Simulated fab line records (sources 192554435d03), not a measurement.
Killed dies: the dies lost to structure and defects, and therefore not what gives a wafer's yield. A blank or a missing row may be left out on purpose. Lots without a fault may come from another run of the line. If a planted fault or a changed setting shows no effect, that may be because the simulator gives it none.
Which tool is to blame? || flow n5_finfet || 9 lots, 27 wafers sampled, at 5 steps of a route of 1938

WHAT THE GAUGES READ, wafer by wafer
N5_BEOL_M4_RC_MEAS_101.
{"lot": "L963", "measured": "day 10 02:23", "on": "prober-02", "DIBL_N (mV/V)": "37.3 33.2 34.2"}
{"lot": "L965", "measured": "day 9 15:41", "on": "prober-02", "DIBL_N (mV/V)": "36.5 34.4 33.4"}
{"lot": "L968", "measured": "day 10 21:10", "on": "prober-01", "DIBL_N (mV/V)": "35.9 37.0 38.1"}
{"lot": "L971", "measured": "day 11 17:17", "on": "prober-02", "DIBL_N (mV/V)": "34.1 33.8 33.7"}
{"lot": "L973", "measured": "day 11 17:41", "on": "prober-01", "DIBL_N (mV/V)": "39.5 37.5 37.6"}
{"lot": "L974", "measured": "day 12 08:23", "on": "prober-01", "DIBL_N (mV/V)": "35.6 33.5 35.4"}
{"lot": "L980", "measured": "day 13 09:16", "on": "prober-02", "DIBL_N (mV/V)": "40.8 35.1 36.6"}
{"lot": "L981", "measured": "day 14 07:06", "on": "prober-01", "DIBL_N (mV/V)": "37.4 37.4 38.9"}
{"lot": "L984", "measured": "day 14 16:10", "on": "prober-01", "DIBL_N (mV/V)": "37.0 36.8 38.7"}

TOOL THAT RAN EACH LOT (tool first, then ch and the chambers of the sampled wafers, then the start)
{"lot": "L963", "N5_FIN_SAQP_PECVD_47": "pecvd-03 ch 0,1,2, day 2 09:55", "N5_FIN_SAQP_SPACER1_ETCHBACK_25": "rie_diel-04 ch 0,1,2, day 2 13:19", "N5_FIN_SAQP_ETCH_65": "rie_si-06 ch 1,3, day 2 13:40", "N5_FIN_SAQP_MANDREL_ETCH_58": "rie_si-06 ch 1,3, day 2 13:43"}
{"lot": "L965", "N5_FIN_SAQP_PECVD_47": "pecvd-01 ch 0,1, day 2 21:40", "N5_FIN_SAQP_SPACER1_ETCHBACK_25": "rie_diel-02 ch 2,3, day 3 00:29", "N5_FIN_SAQP_ETCH_65": "rie_si-02 ch 0,1,2, day 3 00:54", "N5_FIN_SAQP_MANDREL_ETCH_58": "rie_si-02 ch 0,1,2, day 3 00:56"}
{"lot": "L968", "N5_FIN_SAQP_PECVD_47": "pecvd-01 ch 0,1,2, day 3 15:36", "N5_FIN_SAQP_SPACER1_ETCHBACK_25": "rie_diel-04 ch 0,1,2, day 3 18:31", "N5_FIN_SAQP_ETCH_65": "rie_si-05 ch 0,2,3, day 3 18:52", "N5_FIN_SAQP_MANDREL_ETCH_58": "rie_si-05 ch 0,2,3, day 3 18:54"}
{"lot": "L971", "N5_FIN_SAQP_PECVD_47": "pecvd-04 ch 0,2, day 4 09:02", "N5_FIN_SAQP_SPACER1_ETCHBACK_25": "rie_diel-04 ch 1,2, day 4 11:41", "N5_FIN_SAQP_ETCH_65": "rie_si-06 ch 1,2,3, day 4 12:02", "N5_FIN_SAQP_MANDREL_ETCH_58": "rie_si-06 ch 1,2,3, day 4 12:04"}
{"lot": "L973", "N5_FIN_SAQP_PECVD_47": "pecvd-01 ch 0,2, day 4 22:40", "N5_FIN_SAQP_SPACER1_ETCHBACK_25": "rie_diel-04 ch 0,2,3, day 5 02:55", "N5_FIN_SAQP_ETCH_65": "rie_si-05 ch 1,2,3, day 5 03:16", "N5_FIN_SAQP_MANDREL_ETCH_58": "rie_si-05 ch 1,2,3, day 5 03:18"}
{"lot": "L974", "N5_FIN_SAQP_PECVD_47": "pecvd-04 ch 0,1,2, day 5 04:04", "N5_FIN_SAQP_SPACER1_ETCHBACK_25": "rie_diel-04 ch 0,2,3, day 5 06:46", "N5_FIN_SAQP_ETCH_65": "rie_si-05 ch 0,1,3, day 5 07:07", "N5_FIN_SAQP_MANDREL_ETCH_58": "rie_si-05 ch 0,1,3, day 5 07:10"}
{"lot": "L980", "N5_FIN_SAQP_PECVD_47": "pecvd-03 ch 0,2, day 6 14:54", "N5_FIN_SAQP_SPACER1_ETCHBACK_25": "rie_diel-04 ch 2,3, day 6 17:44", "N5_FIN_SAQP_ETCH_65": "rie_si-06 ch 0,1, day 6 18:05", "N5_FIN_SAQP_MANDREL_ETCH_58": "rie_si-06 ch 0,1, day 6 18:07"}
{"lot": "L981", "N5_FIN_SAQP_PECVD_47": "pecvd-03 ch 0,1,2, day 6 21:41", "N5_FIN_SAQP_SPACER1_ETCHBACK_25": "rie_diel-05 ch 1,2,3, day 7 00:34", "N5_FIN_SAQP_ETCH_65": "rie_si-02 ch 1,2, day 7 00:55", "N5_FIN_SAQP_MANDREL_ETCH_58": "rie_si-02 ch 1,2, day 7 00:58"}
{"lot": "L984", "N5_FIN_SAQP_PECVD_47": "pecvd-01 ch 0,1, day 7 15:28", "N5_FIN_SAQP_SPACER1_ETCHBACK_25": "rie_diel-04 ch 0,2,3, day 7 17:56", "N5_FIN_SAQP_ETCH_65": "rie_si-05 ch 0,2, day 7 18:18", "N5_FIN_SAQP_MANDREL_ETCH_58": "rie_si-05 ch 0,2, day 7 18:20"}
- N5_FIN_SAQP_PECVD_47: deposits a-Si from SiH4/He, target thk 45 nm, time 36.3 s.
- N5_FIN_SAQP_SPACER1_ETCHBACK_25: etches SiO2 in CHF3/O2, target depth 24.4 nm, time 12.2 s.
- N5_FIN_SAQP_ETCH_65: etches SiO2 in CF4, target depth 4 nm, time 4.4 s.
- N5_FIN_SAQP_MANDREL_ETCH_58: etches a-Si in HBr/Cl2, stops on SiNx, target depth 45 nm, bt time 10 s, time 27 s.

THE ANSWER, worked out from the rows above alone
Rule: the lots themselves supply what counts as usual. The widest of any qualifying gaps counts: lots, ordered by their means at a reading, are off when they make up no more than a third of the lots, leave a main group of 4 or more, and stand apart from it by 3 or more times the standard deviation of that group's means. A main group is skipped when, at the precision printed for the reading in the tables above, its means are all equal. Also off: a lot with no number at a reading for which 4 or more lots have one. Where the step has rows for the other lots, those lots are counted as sound.
No lot is off on any of the readings shown, so nothing can be concluded from this.

WHAT THE SIMULATOR HAD INSERTED
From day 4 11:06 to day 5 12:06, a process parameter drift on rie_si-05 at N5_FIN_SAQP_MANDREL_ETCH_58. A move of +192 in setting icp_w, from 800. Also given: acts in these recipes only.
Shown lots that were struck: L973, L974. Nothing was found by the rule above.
